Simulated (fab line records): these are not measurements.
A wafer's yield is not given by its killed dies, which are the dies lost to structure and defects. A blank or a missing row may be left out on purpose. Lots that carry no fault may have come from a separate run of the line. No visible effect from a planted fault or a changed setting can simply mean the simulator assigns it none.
Matching of chambers	flow n5Finfet	N5_BEOL_M9_STRIP_67 on rieDiel-06: 4 sister chambers
The step strips in CF4. 18 wafers are shown with their chamber, then 9 later ones without.

== WAFERS, EACH WITH ITS CHAMBER ==
wafer	chamber	showerheadPlenumPTorr (Torr)	drypumpMotorCurrentA (A)	throttleValvePct (%)
L077.4	1	1.90	5.7	13.32
L077.5	0	1.77	5.4	13.85
L077.6	3	1.76	5.2	13.42
L079.2	3	1.76	5.2	13.43
L079.5	2	1.80	5.8	13.69
L079.6	3	1.76	5.2	13.42
L083.2	2	1.80	5.8	13.71
L083.3	3	1.76	5.1	13.44
L083.6	0	1.77	5.4	13.86
L081.3	2	1.80	5.8	13.70
L081.5	0	1.77	5.4	13.89
L081.6	3	1.76	5.2	13.45
L084.2	0	1.77	5.4	13.89
L084.3	1	1.90	5.7	13.36
L084.4	2	1.80	5.8	13.70
L086.1	0	1.76	5.4	13.90
L086.2	3	1.75	5.1	13.46
L086.3	2	1.80	5.8	13.72

SIGNATURES, as means of the wafers listed above
reading	chamber 0	chamber 1	chamber 2	chamber 3	scatter within a chamber
showerheadPlenumPTorr	1.7680	1.9000	1.8000	1.7583	0.00342
drypumpMotorCurrentA	5.400	5.700	5.800	5.167	0.0309
throttleValvePct	13.8780	13.3400	13.7040	13.4367	0.018
Rule: distance of a wafer from a chamber = root of the sum over the readings of ((wafer's reading minus chamber's mean) / reading's scatter) squared. If the next closest chamber is less than 2 further off than the closest, the wafer can't be placed; otherwise it belongs to the closest. How the scatter is found: for the shown wafers, subtract from each reading the mean of its chamber, square and add these, divide the total by (wafers less chambers), then take the root.

== WAFERS WHOSE CHAMBER IS MISSING ==
wafer	showerheadPlenumPTorr (Torr)	drypumpMotorCurrentA (A)	throttleValvePct (%)
L086.4	1.90	5.7	13.36
L086.5	1.76	5.2	13.47
L086.6	1.77	5.4	13.91
L088.2	1.80	5.8	13.75
L088.3	1.90	5.7	13.35
L088.5	1.76	5.4	13.92
L090.2	1.80	5.8	13.71
L090.3	1.76	5.4	13.92
L090.4	1.75	5.2	13.47

== CHAMBER TAKEN BY EACH ==
wafer	from the rows above	in truth
L086.4	1	1
L086.5	3	3
L086.6	0	0
L088.2	2	2
L088.3	1	1
L088.5	0	0
L090.2	2	2
L090.3	0	0
L090.4	3	3
Correct placement for 9 of the 9. Number that these rows cannot place: 0. 0 placed wrongly.
